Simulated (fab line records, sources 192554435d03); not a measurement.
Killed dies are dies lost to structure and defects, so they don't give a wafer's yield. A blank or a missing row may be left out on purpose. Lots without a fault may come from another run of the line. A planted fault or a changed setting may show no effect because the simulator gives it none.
fab line records | flow n5_finfet
record lots=9 wafers=27 last_day=18
route steps=1938 shown BEOL_M2@855 BEOL_M4@1111 PASSIVATION@1936
lots that met no fault: from a run of the same line without faults
start_h: hours from the record's first day to the start of the lot's first wafer shown | wait_h: hours since the lot's step before | " the same as in the row above | L1.1+2: a row that stands for several wafers | - no value, or no start given | * or withheld: withheld | < > ~ a bound
route shown NAME@n: a module of which the file shows steps, and the number in the route of the first | usual: mean/standard deviation of fault-free wafers | same: alike in all rows | chamber/n: place in a boat | sites: the reading at each site | _std_site: their standard deviation | _edge_site: outer sites' mean less inner sites' | radius_mm: how far each site lies from the wafer's centre | mask NAME#n: copy n | behind: the tool/chamber that last shaped the wafer | hold: why the lot was held/for how many hours/how that ended | device: the transistor (n, p or np) that didn't switch | end of line: the same wafers' tests at the end of the route | a step without rows: its recipe alone | killed: dies lost to structure and defects at the first sort, not the wafer's yield | map: a wafer's dies, x killed, . not, _ none there
set.NAME: the setting as run; set.NAME@STEP: as run at that earlier step | model.NAME: the simulator's own value behind a step, which no gauge read
steps of the route over a sample of lots; a table a step, a row a wafer
services: from which hour (start_h, from the record's first day; less than 0 if before it) a tool's chamber was out of use, for how many hours, and why
## steps
# step N5_BEOL_M2_OVL_MEAS_12
# recipe points_per_wafer=522
# usual M2_OVL=-0.4/0.7
# columns lot.wafer tool chamber start_h wait_h M2_OVL[nm]
L505.1 overlay-01 0 158.43 0.0 0.8
L505.3 " 0 " " 0.3
L505.6 " 0 " " -0.5
L509.2 overlay-02 0 181.49 0.0 -0.5
L509.3 " 0 " " 1.0
L509.5 " 0 " " 0.9
L510.1 overlay-01 0 183.88 0.0 -0.2
L510.2 " 0 " " -0.2
L510.4 " 0 " " 1.3
L511.1 overlay-02 0 187.94 0.0 -1.2
L511.2 " 0 " " -1.8
L511.4 " 0 " " -1.3
L514.1 overlay-01 0 212.46 0.0 0.0
L514.3 " 0 " " -0.1
L514.6 " 0 " " -0.5
L515.1 overlay-02 0 220.91 0.0 0.4
L515.3 " 0 " " 0.1
L515.6 " 0 " " 0.3
L518.1 overlay-01 0 235.53 0.0 -0.3
L518.4 " 0 " " -0.1
L518.5 " 0 " " -0.6
L521.1 overlay-01 0 266.69 0.0 -0.1
L521.2 " 0 " " -0.3
L521.4 " 0 " " -0.8
L522.1 overlay-01 0 268.30 0.0 -0.9
L522.2 " 0 " " 0.0
L522.5 " 0 " " -0.9
# step N5_BEOL_M2_ETCH_77
# recipe chemistry=N2/H2 target=underlayer target_depth_a=65 mask_material=CAR-EUV time_s=5.2 ion_energy_ev=200 pressure_mtorr=30 source_w=840 bias_w=150 n2_flow_sccm=200 h2_flow_sccm=200 ends=cleared
# usual bias_w=150.0/0.44 drypump_motor_current_A=5.5/0.49 etch_rf_on_time_s=5.18/0.16 oes_product_au=0.67/0.054 rf_vpp_V=524.8/2.6 showerhead_plenum_p_Torr=2.59/0.087 throttle_valve_pct=17.97/0.1
# columns lot.wafer tool chamber start_h wait_h bias_w drypump_motor_current_A etch_rf_on_time_s oes_product_au rf_hours_counter_h rf_vpp_V showerhead_plenum_p_Torr throttle_valve_pct
L505.1 rie_diel-03 1 159.85 0.0 150.8 5.2 5.26 0.69 106 524.7 2.57 17.93
L505.3 " 2 " " 149.5 5.3 5.30 0.65 111 523.9 2.55 18.06
L505.6 " 1 " " 150.2 5.3 5.25 0.69 - 524.5 2.58 17.96
L509.2 rie_diel-03 3 182.78 0.0 149.7 6.3 5.16 0.59 238 521.2 2.41 18.21
L509.3 " 1 " " 149.9 5.2 5.30 0.66 115 523.6 2.57 17.98
L509.5 " 1 " " 150.1 5.3 5.29 0.68 - 521.5 2.57 17.98
L510.1 rie_diel-05 1 185.22 0.0 149.6 5.6 5.08 0.73 73 521.5 2.48 18.02
L510.2 " 3 " " 150.0 4.6 5.38 0.70 68 528.0 2.68 17.87
L510.4 " 0 " " 149.6 6.2 5.35 0.70 79 522.8 2.46 17.96
L511.1 rie_diel-03 0 189.07 0.0 149.8 5.7 5.11 0.65 147 526.2 2.66 17.99
L511.2 " 1 " " 150.1 5.2 5.30 0.66 118 525.0 2.57 17.98
L511.4 " 3 " " 150.2 6.3 5.14 0.59 240 521.1 2.41 18.21
L514.1 rie_diel-03 3 213.46 0.0 150.0 6.3 5.22 0.59 248 520.1 2.41 18.21
L514.3 " 1 " " 149.3 5.2 5.42 0.66 126 523.6 2.57 17.99
L514.6 " 3 " " 150.2 6.4 5.15 0.58 - 519.1 2.41 18.22
L515.1 rie_diel-01 3 222.00 0.0 150.1 5.4 5.10 0.61 204 525.6 2.62 17.91
L515.3 " 2 " " 150.6 4.9 5.07 0.62 195 526.5 2.61 18.02
L515.6 " 2 " " 149.1 5.0 5.11 0.61 - 528.3 2.61 18.02
L518.1 rie_diel-01 1 236.63 0.0 149.6 5.2 5.10 0.70 70 525.7 2.58 17.80
L518.4 " 2 " " 149.6 5.0 5.11 0.61 200 526.5 2.61 18.00
L518.5 " 3 " " 149.5 5.4 5.21 0.60 - 526.0 2.62 17.90
L521.1 rie_diel-01 3 267.88 0.0 150.1 5.3 5.19 0.59 215 524.3 2.62 17.91
L521.2 " 0 " " 149.6 6.4 5.34 0.66 122 524.8 2.57 17.84
L521.4 " 2 " " 149.9 4.9 5.15 0.61 206 525.3 2.60 18.03
L522.1 rie_diel-01 0 269.31 0.0 149.6 6.4 5.38 0.65 122 525.2 2.57 17.86
L522.2 " 1 " " 149.8 5.2 5.18 0.71 74 524.1 2.58 17.78
L522.5 " 1 " " 150.3 5.2 5.15 0.71 - 524.1 2.58 17.79
# step N5_BEOL_M2_ETCH_69
# recipe chemistry=CF4 target=SiARC target_depth_a=156 mask_material=CAR-EUV time_s=26 ion_energy_ev=80 pressure_mtorr=40 source_w=545 bias_w=36 Ar_flow_sccm=100 cf4_flow_sccm=100 ends=cleared
# usual bias_w=35.99/0.095 drypump_motor_current_A=5.5/0.48 etch_rf_on_time_s=25.9/0.73 oes_product_au=0.68/0.054 rf_vpp_V=184.5/1.1 showerhead_plenum_p_Torr=2.18/0.071 throttle_valve_pct=15.69/0.17
# columns lot.wafer tool chamber start_h wait_h bias_w drypump_motor_current_A etch_rf_on_time_s oes_product_au rf_hours_counter_h rf_vpp_V showerhead_plenum_p_Torr throttle_valve_pct
L505.1 rie_diel-03 1 159.86 0.0 35.90 5.2 26.3 0.69 106 184.9 2.15 15.57
L505.3 " 2 " " 36.00 5.3 26.8 0.66 111 185.2 2.16 15.92
L505.6 " 1 " " 35.91 5.2 26.4 0.70 - 184.8 2.15 15.55
L509.2 rie_diel-03 3 182.80 0.0 35.92 6.3 25.5 0.59 238 183.1 2.05 16.01
L509.3 " 1 " " 35.95 5.2 26.4 0.68 115 185.1 2.15 15.59
L509.5 " 1 " " 35.93 5.2 26.3 0.68 - 185.3 2.15 15.58
L510.1 rie_diel-05 1 185.24 0.0 35.82 5.7 25.2 0.73 73 182.2 2.07 15.48
L510.2 " 3 " " 35.98 4.6 26.7 0.70 68 184.9 2.27 15.70
L510.4 " 0 " " 35.89 6.2 26.7 0.69 79 183.2 2.08 15.74
L511.1 rie_diel-03 0 189.08 0.0 35.94 5.7 25.2 0.66 147 185.7 2.22 15.60
L511.2 " 1 " " 35.96 5.2 25.9 0.68 118 183.5 2.15 15.59
L511.4 " 3 " " 35.97 6.4 25.4 0.59 240 182.8 2.05 16.03
L514.1 rie_diel-03 3 213.48 0.0 35.97 6.3 25.5 0.58 248 183.7 2.04 16.04
L514.3 " 1 " " 36.18 5.2 25.8 0.68 126 184.2 2.15 15.60
L514.6 " 3 " " 35.93 6.3 25.4 0.59 - 181.4 2.04 16.04
L515.1 rie_diel-01 3 222.02 0.0 36.03 5.3 26.1 0.60 204 184.9 2.22 15.73
L515.3 " 2 " " 35.90 5.0 25.8 0.62 195 185.3 2.21 15.93
L515.6 " 2 " " 35.78 5.0 25.9 0.62 - 184.8 2.21 15.92
L518.1 rie_diel-01 1 236.64 0.0 35.89 5.3 26.0 0.71 70 185.2 2.16 15.50
L518.4 " 2 " " 36.02 4.9 26.2 0.61 200 183.7 2.21 15.94
L518.5 " 3 " " 36.01 5.3 26.3 0.59 - 183.8 2.22 15.73
L521.1 rie_diel-01 3 267.89 0.0 36.11 5.3 26.0 0.59 215 185.3 2.22 15.77
L521.2 " 0 " " 28.78 6.4 28.5 0.64 122 159.0 2.15 15.45
L521.4 " 2 " " 35.95 4.9 25.6 0.61 206 185.7 2.21 15.96
L522.1 rie_diel-01 0 269.32 0.0 28.74 6.3 28.0 0.64 122 158.3 2.15 15.47
L522.2 " 1 " " 35.91 5.2 25.7 0.71 74 183.8 2.15 15.52
L522.5 " 1 " " 35.86 5.2 25.9 0.70 - 184.1 2.15 15.50
# step N5_BEOL_M2_OCD_MEAS_38
# usual trench_depth_nm=55.5/1.1
# columns lot.wafer tool chamber start_h wait_h trench_depth_nm
L505.1 ocd-02 - 163.91 - 55.3
L505.3 " - " " 55.8
L505.6 " - " " 56.1
L509.2 ocd-01 - 186.94 - 55.0
L509.3 " - " " 54.5
L509.5 " - " " 54.5
L510.1 ocd-01 - 192.45 - 54.9
L510.2 " - " " 55.9
L510.4 " - " " 54.1
L511.1 ocd-02 - 192.54 - 53.9
L511.2 " - " " 55.6
L511.4 " - " " 58.0
L514.1 ocd-01 - 218.96 - 55.1
L514.3 " - " " 54.7
L514.6 " - " " 55.9
L515.1 ocd-01 - 231.55 - 56.8
L515.3 " - " " 55.1
L515.6 " - " " 56.3
L518.1 ocd-02 - 240.44 - 58.3
L518.4 " - " " 53.7
L518.5 " - " " 55.8
L521.1 ocd-02 - 271.33 - 54.6
L521.2 " - " " 56.7
L521.4 " - " " 55.3
L522.1 ocd-01 - 277.07 - 56.2
L522.2 " - " " 55.0
L522.5 " - " " 56.7
# step N5_BEOL_M4_RC_MEAS_101
# usual DIBL_N=37.1/1.8 DIBL_P=37.2/2.1 IOFF_N=0.17/0.033 IOFF_P=0.22/0.037 ION_N=680/11 ION_P=464/7.7 SS_N=71.7/0.63 SS_P=73.6/0.67 VT_N=248.9/2.9 VT_P=-251/3.6
# columns lot.wafer tool chamber start_h wait_h DIBL_N[mV/V] DIBL_P[mV/V] IOFF_N[nA/um] IOFF_P[nA/um] ION_N[uA/um] ION_P[uA/um] SS_N[mV/dec] SS_P[mV/dec] VT_N[mV] VT_P[mV]
L505.1 prober-02 0 190.94 0.0 38.7 40.6 0.22 0.26 701 473 72.0 74.6 242.9 -248
L505.3 " 0 " " 35.8 36.7 0.14 0.18 676 455 71.4 73.2 251.4 -256
L505.6 " 0 " " 34.1 33.8 0.12 0.15 667 454 71.0 72.5 251.3 -256
L509.2 prober-01 0 216.16 0.2 38.2 39.4 0.22 0.31 697 481 72.4 74.2 245.5 -244
L509.3 " 0 " " 38.0 37.8 0.20 0.29 686 479 72.1 73.6 245.1 -243
L509.5 " 0 " " 37.1 36.8 0.18 0.26 680 466 72.2 73.5 246.5 -247
L510.1 prober-01 0 219.82 0.0 37.7 37.9 0.15 0.19 665 458 71.3 74.0 251.8 -255
L510.2 " 0 " " 37.6 37.6 0.16 0.18 673 454 71.9 72.9 252.4 -257
L510.4 " 0 " " 34.5 35.4 0.11 0.15 655 452 70.6 73.1 255.9 -258
L511.1 prober-01 0 235.29 0.0 35.6 35.8 0.15 0.20 675 466 71.2 73.9 249.1 -251
L511.2 " 0 " " 38.3 37.0 0.19 0.23 691 470 71.7 73.9 249.9 -249
L511.4 " 0 " " 34.8 34.9 0.14 0.19 678 464 70.5 72.2 250.8 -254
L514.1 prober-02 0 259.07 0.0 39.2 40.1 0.20 0.23 673 452 72.7 74.4 249.5 -252
L514.3 " 0 " " 37.0 38.1 0.16 0.19 679 458 71.3 74.2 249.1 -253
L514.6 " 0 " " 38.2 39.8 0.20 0.23 686 465 72.0 74.5 248.2 -250
L518.1 prober-01 0 281.43 0.0 39.9 40.1 0.23 0.24 699 466 72.2 73.9 243.1 -252
L518.4 " 0 " " 40.3 41.7 0.24 0.26 691 465 72.6 74.3 245.7 -249
L518.5 " 0 " " 36.9 36.5 0.15 0.17 674 457 72.1 73.3 249.0 -257
L515.1 prober-02 0 283.62 0.0 38.4 37.8 0.18 0.22 676 461 70.8 73.7 247.8 -251
L515.3 " 0 " " 40.1 40.3 0.21 0.27 688 474 71.5 74.3 247.0 -247
L515.6 " 0 " " 35.5 35.3 0.12 0.19 671 467 70.7 73.8 252.9 -252
L521.1 prober-02 0 307.10 0.0 37.3 37.1 0.17 0.22 703 478 72.3 73.7 246.6 -249
L521.2 " 0 " " 38.2 37.8 0.20 0.24 677 462 71.6 74.4 245.7 -250
L521.4 " 0 " " 41.6 41.5 0.29 0.31 701 477 72.4 75.2 241.5 -244
L522.1 prober-02 0 313.82 0.0 35.7 35.8 0.15 0.21 669 465 71.6 73.1 250.2 -251
L522.2 " 0 " " 35.8 34.0 0.15 0.19 673 461 72.0 72.5 251.8 -252
L522.5 " 0 " " 37.6 37.0 0.17 0.22 674 468 72.0 73.2 251.1 -249
# step N5_PASSIVATION_PROBE_49
# usual defect_limited_yield=91.7/1.5 killed_at_M0_to_M3=32/10 killed_at_M4_up=14/5.3 killed_at_contacts=13/5.7 killed_at_front_end=37/10 killed_at_other=3.3/2.5 killed_dies=98/18 killed_open=65/13 killed_short=31/7.5 sort_bin_4_leakage=0.00/0.0099 sort_bin_5_function=4.9/0.91 sort_bin_6_memory=3.1/0.71 sort_n_pass=1082/18 sort_yield_pct=91.7/1.5
# same gross_dies=1180 killed_at_back_side=0 sort_bin_8_speed[%]=0
# columns lot.wafer tool chamber start_h wait_h defect_limited_yield[%] killed_at_M0_to_M3 killed_at_M4_up killed_at_contacts killed_at_front_end killed_at_other killed_dies killed_open killed_short sort_bin_4_leakage[%] sort_bin_5_function[%] sort_bin_6_memory[%] sort_n_pass sort_yield_pct[%]
L505.1 prober-01 - 300.38 0.0 94.2 22 10 7 29 0 68 37 24 0 3.0 2.1 1112 94.2
L505.3 prober-01 - 300.48 0.1 91.2 26 10 16 49 3 104 65 39 0 5.2 3.4 1076 91.2
L505.6 prober-01 - 300.63 0.3 91.3 28 17 11 45 2 103 57 42 0 4.8 3.2 1077 91.3
L509.2 prober-02 - 331.64 0.1 88.9 52 31 7 36 5 131 85 46 0 6.8 3.8 1049 88.9
L509.3 prober-02 - 331.69 0.1 89.8 40 12 17 46 5 120 81 39 0 6.0 3.9 1060 89.8
L509.5 prober-02 - 331.79 0.2 91.8 30 12 15 38 2 97 66 30 0 4.6 3.5 1083 91.8
L510.1 prober-01 - 332.95 0.0 92.3 32 10 10 39 0 91 60 30 0 4.8 2.5 1089 92.3
L510.2 prober-01 - 333.00 0.1 91.5 31 12 9 48 0 100 59 41 0 5.4 2.7 1080 91.5
L510.4 prober-01 - 333.10 0.2 93.0 27 9 6 39 2 83 43 39 0 3.5 3.3 1097 93.0
L511.1 prober-01 - 342.09 0.0 91.5 23 8 14 50 5 100 52 47 0 4.8 3.1 1080 91.5
L511.2 prober-01 - 342.14 0.1 89.8 38 14 13 53 2 120 71 47 0 6.1 3.6 1060 89.8
L511.4 prober-01 - 342.24 0.2 92.2 27 10 10 43 2 92 65 27 0 5.2 2.4 1088 92.2
L514.1 prober-02 - 360.48 0.0 88.8 39 16 22 51 4 132 79 46 0 6.4 3.7 1048 88.8
L514.3 prober-02 - 360.58 0.1 90.4 38 15 14 45 1 113 76 32 0 5.8 3.4 1067 90.4
L514.6 prober-02 - 360.73 0.3 91.8 37 14 19 24 3 97 66 29 0 4.8 3.2 1083 91.8
L515.1 prober-02 - 377.27 0.0 91.4 36 12 12 36 6 102 70 32 0 5.0 3.6 1078 91.4
L515.3 prober-02 - 377.37 0.1 89.3 51 12 23 39 1 126 82 44 0 5.8 4.3 1054 89.3
L515.6 prober-02 - 377.52 0.3 91.4 48 9 8 34 3 102 65 37 0 5.7 2.9 1078 91.4
L518.1 prober-01 - 397.50 0.0 91.1 34 7 27 30 7 105 75 29 0 5.6 3.1 1075 91.1
L518.4 prober-01 - 397.65 0.2 92.1 28 8 22 35 0 93 66 26 0 4.9 2.7 1087 92.1
L518.5 prober-01 - 397.70 0.2 89.7 46 8 12 55 1 122 88 32 0 6.1 4.0 1058 89.7
L521.1 prober-01 - 416.18 0.0 91.0 24 10 23 43 6 106 74 26 0 5.7 3.0 1074 91.0
L521.2 prober-01 - 416.23 0.1 93.0 15 10 16 37 5 83 58 22 0 4.5 2.5 1097 93.0
L521.4 prober-01 - 416.33 0.2 91.4 36 14 14 33 4 101 69 30 0.08 5.0 3.1 1078 91.4
L522.1 prober-02 - 428.77 0.1 94.3 20 8 3 33 3 67 41 20 0 2.9 2.2 1113 94.3
L522.2 prober-02 - 428.82 0.2 92.8 37 12 8 26 2 85 55 29 0 4.7 2.1 1095 92.8
L522.5 prober-02 - 428.97 0.3 93.9 18 9 8 33 4 72 43 28 0 3.2 2.5 1108 93.9
# killed by level:class
L505.1 MOL_CONTACT_COAG:geometric_particle:open=6 BEOL_M0_SAQP:geometric_particle:short=6 HKMG_FIN:area_etch=6 FIN_SAQP:geometric_particle:short=5 BEOL_M0_SAQP:geometric_particle:open=5 DUMMY_GATE:geometric_particle:open=4 BEOL_M4:geometric_particle:open=4 FIN_SAQP:geometric_particle:open=3
L505.3 MOL_CONTACT_COAG:geometric_particle:open=15 FIN_SAQP:geometric_particle:short=14 BEOL_M0_SAQP:geometric_particle:open=8 FIN_SAQP:geometric_particle:open=6 DUMMY_GATE:geometric_particle:open=6 BEOL_M0_SAQP:geometric_particle:short=6 GATE_CUT:geometric_particle:short=5 GATE_CUT:geometric_particle:open=4
L505.6 MOL_CONTACT_COAG:geometric_particle:open=9 BEOL_M4:geometric_particle:open=9 BEOL_M0_SAQP:geometric_particle:open=7 FIN_SAQP:geometric_particle:short=6 BEOL_M0_SAQP:geometric_particle:short=6 FIN_SAQP:geometric_particle:open=5 DUMMY_GATE:geometric_particle:open=5 BEOL_M2:geometric_particle:open=5
L509.2 BEOL_M0_SAQP:geometric_particle:short=17 BEOL_M1:geometric_particle:open=10 BEOL_M4:geometric_particle:open=10 BEOL_M0_SAQP:geometric_particle:open=9 MOL_CONTACT_COAG:geometric_particle:open=7 BEOL_M3:geometric_particle:open=7 BEOL_M5:geometric_particle:open=6 STARTING-WAFER:geometric_particle:open=6
L509.3 MOL_CONTACT_COAG:geometric_particle:open=14 BEOL_M0_SAQP:geometric_particle:short=13 BEOL_M2:geometric_particle:open=9 FIN_SAQP:geometric_particle:open=8 STI_FIN_REVEAL:geometric_particle:open=8 DUMMY_GATE:geometric_particle:open=8 BEOL_M1:geometric_particle:open=6 BEOL_M4:geometric_particle:open=6
L509.5 STI_FIN_REVEAL:geometric_particle:open=12 MOL_CONTACT_COAG:geometric_particle:open=10 BEOL_M2:geometric_particle:open=9 GATE_CUT:geometric_particle:short=8 BEOL_M0_SAQP:geometric_particle:short=8 BEOL_M3:geometric_particle:open=6 MOL_CONTACT_COAG:geometric_particle:short=5 BEOL_M4:geometric_particle:open=5
L510.1 FIN_SAQP:geometric_particle:short=13 BEOL_M3:geometric_particle:open=9 STI_FIN_REVEAL:geometric_particle:open=8 MOL_CONTACT_COAG:geometric_particle:open=8 BEOL_M1:geometric_particle:open=7 FIN_SAQP:geometric_particle:open=5 BEOL_M0_SAQP:geometric_particle:open=4 BEOL_M0_SAQP:geometric_particle:short=4
L510.2 FIN_SAQP:geometric_particle:short=17 STI_FIN_REVEAL:geometric_particle:open=10 BEOL_M0_SAQP:geometric_particle:short=9 FIN_SAQP:geometric_particle:open=8 BEOL_M0_SAQP:geometric_particle:open=8 MOL_CONTACT_COAG:geometric_particle:open=7 BEOL_M2:geometric_particle:open=7 BEOL_M4:geometric_particle:open=5
L510.4 FIN_SAQP:geometric_particle:short=10 STI_FIN_REVEAL:geometric_particle:open=9 MOL_CONTACT_COAG:geometric_particle:open=6 BEOL_M0_SAQP:geometric_particle:short=6 GATE_CUT:geometric_particle:short=4 STARTING-WAFER:geometric_particle:short=4 FIN_SAQP:geometric_particle:open=3 BEOL_M0_SAQP:geometric_particle:open=3
L511.1 FIN_SAQP:geometric_particle:short=12 MOL_CONTACT_COAG:geometric_particle:open=12 FIN_SAQP:geometric_particle:open=7 DUMMY_GATE:geometric_particle:open=7 STARTING-WAFER:geometric_particle:short=7 STI_FIN_REVEAL:geometric_particle:open=6 BEOL_M0_SAQP:geometric_particle:short=6 BEOL_M3:geometric_particle:short=5
L511.2 FIN_SAQP:geometric_particle:short=22 MOL_CONTACT_COAG:geometric_particle:open=12 BEOL_M0_SAQP:geometric_particle:open=10 BEOL_M0_SAQP:geometric_particle:short=9 FIN_SAQP:geometric_particle:open=7 STI_FIN_REVEAL:geometric_particle:open=6 BEOL_M1:geometric_particle:open=6 BEOL_M6:geometric_particle:open=6
L511.4 STI_FIN_REVEAL:geometric_particle:open=14 FIN_SAQP:geometric_particle:short=10 MOL_CONTACT_COAG:geometric_particle:open=10 FIN_SAQP:geometric_particle:open=6 BEOL_M0_SAQP:geometric_particle:short=6 BEOL_M0_SAQP:geometric_particle:open=6 BEOL_M1:geometric_particle:open=6 BEOL_M2:geometric_particle:open=3
L514.1 FIN_SAQP:geometric_particle:open=15 MOL_CONTACT_COAG:geometric_particle:open=13 MOL_CONTACT_COAG:geometric_particle:short=9 FIN_SAQP:geometric_particle:short=8 BEOL_M0_SAQP:geometric_particle:short=8 BEOL_M1:geometric_particle:open=7 BEOL_M0_SAQP:geometric_particle:open=5 BEOL_M0:geometric_particle:open=4
L514.3 BEOL_M1:geometric_particle:open=14 FIN_SAQP:geometric_particle:open=12 MOL_CONTACT_COAG:geometric_particle:open=12 BEOL_M0_SAQP:geometric_particle:short=7 BEOL_M4:geometric_particle:open=7 DUMMY_GATE:geometric_particle:open=6 BEOL_M0_SAQP:geometric_particle:open=5 BEOL_M1:geometric_particle:short=5
L514.6 MOL_CONTACT_COAG:geometric_particle:open=15 BEOL_M0_SAQP:geometric_particle:open=11 BEOL_M1:geometric_particle:open=10 FIN_SAQP:geometric_particle:open=7 BEOL_M0_SAQP:geometric_particle:short=7 FIN_SAQP:geometric_particle:short=5 BEOL_M4:geometric_particle:open=5 STI_FIN_REVEAL:geometric_particle:open=4
L515.1 FIN_SAQP:geometric_particle:short=11 MOL_CONTACT_COAG:geometric_particle:open=10 BEOL_M2:geometric_particle:open=8 FIN_SAQP:geometric_particle:open=7 BEOL_M3:geometric_particle:open=7 BEOL_M0_SAQP:geometric_particle:short=7 BEOL_M0_SAQP:geometric_particle:open=6 STI_FIN_REVEAL:geometric_particle:open=4
L515.3 MOL_CONTACT_COAG:geometric_particle:open=20 BEOL_M0_SAQP:geometric_particle:open=15 BEOL_M0_SAQP:geometric_particle:short=15 FIN_SAQP:geometric_particle:short=10 FIN_SAQP:geometric_particle:open=9 BEOL_M2:geometric_particle:open=8 ILD0:geometric_particle:open=5 BEOL_M1:geometric_particle:open=5
L515.6 BEOL_M2:geometric_particle:open=13 FIN_SAQP:geometric_particle:open=12 BEOL_M0_SAQP:geometric_particle:short=9 FIN_SAQP:geometric_particle:short=7 BEOL_M3:geometric_particle:open=7 MOL_CONTACT_COAG:geometric_particle:open=6 BEOL_M1:geometric_particle:open=6 BEOL_M0_SAQP:geometric_particle:open=5
L518.1 MOL_CONTACT_COAG:geometric_particle:open=22 STI_FIN_REVEAL:geometric_particle:open=8 BEOL_M1:geometric_particle:open=7 BEOL_M3:geometric_particle:open=7 FIN_SAQP:geometric_particle:short=5 BEOL_M0_SAQP:geometric_particle:open=5 BEOL_M0_SAQP:geometric_particle:short=5 BEOL_M2:geometric_particle:open=5
L518.4 MOL_CONTACT_COAG:geometric_particle:open=18 BEOL_M2:geometric_particle:open=10 GATE_CUT:geometric_particle:short=8 FIN_SAQP:geometric_particle:open=7 FIN_SAQP:geometric_particle:short=5 GATE_CUT:geometric_particle:open=5 BEOL_M0:geometric_particle:open=4 BEOL_M0_SAQP:geometric_particle:open=4
L518.5 FIN_SAQP:geometric_particle:open=22 STI_FIN_REVEAL:geometric_particle:open=13 BEOL_M3:geometric_particle:open=11 MOL_CONTACT_COAG:geometric_particle:open=10 BEOL_M0_SAQP:geometric_particle:open=10 BEOL_M0_SAQP:geometric_particle:short=9 FIN_SAQP:geometric_particle:short=7 BEOL_M3:geometric_particle:short=6
L521.1 MOL_CONTACT_COAG:geometric_particle:open=20 GATE_CUT:geometric_particle:short=9 DUMMY_GATE:geometric_particle:open=8 BEOL_M0_SAQP:geometric_particle:open=8 BEOL_M2:geometric_particle:open=5 STI_FIN_REVEAL:geometric_particle:open=4 GATE_CUT:geometric_particle:open=4 BEOL_M5:geometric_particle:open=4
L521.2 MOL_CONTACT_COAG:geometric_particle:open=14 STI_FIN_REVEAL:geometric_particle:open=12 FIN_SAQP:geometric_particle:open=6 GATE_CUT:geometric_particle:short=4 BEOL_M1:geometric_particle:open=4 BEOL_M5:geometric_particle:open=4 STARTING-WAFER:geometric_particle:short=3 BEOL_M2:geometric_particle:open=3
L521.4 STI_FIN_REVEAL:geometric_particle:open=12 BEOL_M1:geometric_particle:open=11 MOL_CONTACT_COAG:geometric_particle:open=8 BEOL_M3:geometric_particle:open=7 DUMMY_GATE:geometric_particle:open=6 MOL_CONTACT_COAG:geometric_particle:short=6 GATE_CUT:geometric_particle:short=4 BEOL_M3:geometric_particle:short=4
L522.1 BEOL_M2:geometric_particle:open=6 FIN_SAQP:geometric_particle:short=4 GATE_CUT:geometric_particle:short=4 BEOL_M3:geometric_particle:open=4 STARTING-WAFER:geometric_particle:open=4 STI_FIN_REVEAL:geometric_particle:open=3 BEOL_M0:geometric_particle:open=3 STARTING-WAFER:geometric_particle:short=3
L522.2 BEOL_M2:geometric_particle:open=10 MOL_CONTACT_COAG:geometric_particle:open=7 BEOL_M1:geometric_particle:open=7 GATE_CUT:geometric_particle:open=6 BEOL_M2:geometric_particle:short=6 GATE_CUT:geometric_particle:short=5 BEOL_M3:geometric_particle:open=5 BEOL_M0_SAQP:geometric_particle:short=4
L522.5 FIN_SAQP:geometric_particle:open=9 FIN_SAQP:geometric_particle:short=9 BEOL_M2:geometric_particle:open=8 MOL_CONTACT_COAG:geometric_particle:open=7 BEOL_M0_SAQP:geometric_particle:short=5 GATE_CUT:geometric_particle:short=4 DUMMY_GATE:geometric_particle:open=2 GATE_CUT:geometric_particle:open=2
## services
# columns tool chamber start_h hours kind
rie_diel-05 1 148.75 2.2 repair
rie_diel-05 0 152.80 25.5 repair
rie_diel-05 1 160.48 5.4 repair
rie_diel-01 0 168.70 6.0 repair
rie_diel-03 3 216.77 - clean
rie_diel-03 3 216.77 - consumable_replace:focus_ring
rie_diel-03 3 216.77 - consumable_replace:showerhead
rie_diel-03 3 216.77 18.6 scheduled_down
rie_diel-03 3 216.77 18.6 vent_cycle
rie_diel-01 0 228.17 6.0 repair
rie_diel-01 - 238.12 15.6 pm
rie_diel-01 1 263.76 3.0 repair
## key
first_sign step=N5_BEOL_M2_ETCH_69 reading=bias_w direction=down sigmas=76 usual=* struck=*
effect step=N5_BEOL_M2_ETCH_69 reading=rf_vpp_V direction=down sigmas=23 usual=184.5 struck=158.7
met_at N5_BEOL_M2_ETCH_69
struck_lots L521,L522
struck_wafers L521.2,L522.1
not_acting_at N5_BEOL_M2_OVL_MEAS_12,N5_BEOL_M2_ETCH_77,N5_BEOL_M2_OCD_MEAS_38
fault kind=process_parameter_drift tool=rie_diel-01 chamber=0 onset_h=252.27 steps=N5_BEOL_M2_ETCH_69 channel=bias_w offset=* shape=step end_h=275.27 acts_in=* stated=*
